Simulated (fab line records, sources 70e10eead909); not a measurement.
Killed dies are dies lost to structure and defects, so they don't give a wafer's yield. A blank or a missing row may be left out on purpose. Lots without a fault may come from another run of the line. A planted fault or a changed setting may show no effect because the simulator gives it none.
Which tool did it? | flow nand_harc | 11 lots, 33 wafers sampled, at 2 steps of a route of 1302

WHAT THE GAUGES READ, wafer by wafer
NHARC_P_GATE_CD_MEAS_11: target cd 1640 nm.
lot  | measured     | on        | cd_nm (nm)
L924 | day 3 13:46  | cd_sem-01 | 1640.6 1641.8 1642.3
L923 | day 3 13:37  | cd_sem-03 | 1641.2 1640.5 1640.0
L925 | day 4 04:29  | cd_sem-03 | 1642.0 1643.2 1644.0
L931 | day 6 15:41  | cd_sem-03 | 1640.4 1637.9 1639.2
L934 | day 7 21:23  | cd_sem-03 | 1641.5 1639.3 1639.1
L935 | day 8 04:56  | cd_sem-02 | - - -
L936 | day 8 17:37  | cd_sem-01 | - - -
L942 | day 11 06:59 | cd_sem-01 | 1641.3 1638.7 1639.3
L943 | day 11 19:22 | cd_sem-02 | 1641.3 1642.2 1640.3
L944 | day 12 01:32 | cd_sem-03 | 1640.0 1639.8 1640.0
L946 | day 12 21:22 | cd_sem-03 | 1640.7 1641.8 1642.7

WHICH TOOL RAN EACH LOT (tool, then ch and the chambers of the sampled wafers, then the start)
lot  | NHARC_P_GATE_EXPOSE_08
L924 | krf_scanner-01 ch 0, day 3 13:36
L923 | krf_scanner-02 ch 0, day 3 13:28
L925 | krf_scanner-01 ch 0, day 4 04:20
L931 | krf_scanner-04 ch 0, day 6 15:32
L934 | krf_scanner-01 ch 0, day 7 21:13
L935 | krf_scanner-01, day 8 04:47
L936 | krf_scanner-02, day 8 17:27
L942 | krf_scanner-02 ch 0, day 11 06:50
L943 | krf_scanner-01 ch 0, day 11 19:12
L944 | krf_scanner-02 ch 0, day 12 01:23
L946 | krf_scanner-02 ch 0, day 12 21:13
- NHARC_P_GATE_EXPOSE_08: exposes mask P HV.

THE ANSWER, worked out from the rows above alone
Rule: what is usual is taken from the lots themselves. Put in order of their means at a reading, lots are off if they are a third of the lots or fewer, leave a main group of 4 or more, and stand apart from it by a gap of 3 or more times the standard deviation of the main group's means; of several such gaps the widest counts. A main group whose means are all the same, to the digits that the tables above print for the reading, isn't used. A lot without any number at a reading at which 4 lots or more have one is off too. The other lots that the step has rows for count as sound.
Off: L935, L936, at NHARC_P_GATE_CD_MEAS_11 (cd_nm). Without a number there: L935, L936. The main group: mean 1640.8 nm, standard deviation 1.2.
A tool fits if, at a process step before that reading, it ran every lot that is off, and no sound lot after the first of them. The gauges at NHARC_P_GATE_CD_MEAS_11 are tried like those tools. None of those tried fits.

WHAT THE SIMULATOR HAD PUT IN
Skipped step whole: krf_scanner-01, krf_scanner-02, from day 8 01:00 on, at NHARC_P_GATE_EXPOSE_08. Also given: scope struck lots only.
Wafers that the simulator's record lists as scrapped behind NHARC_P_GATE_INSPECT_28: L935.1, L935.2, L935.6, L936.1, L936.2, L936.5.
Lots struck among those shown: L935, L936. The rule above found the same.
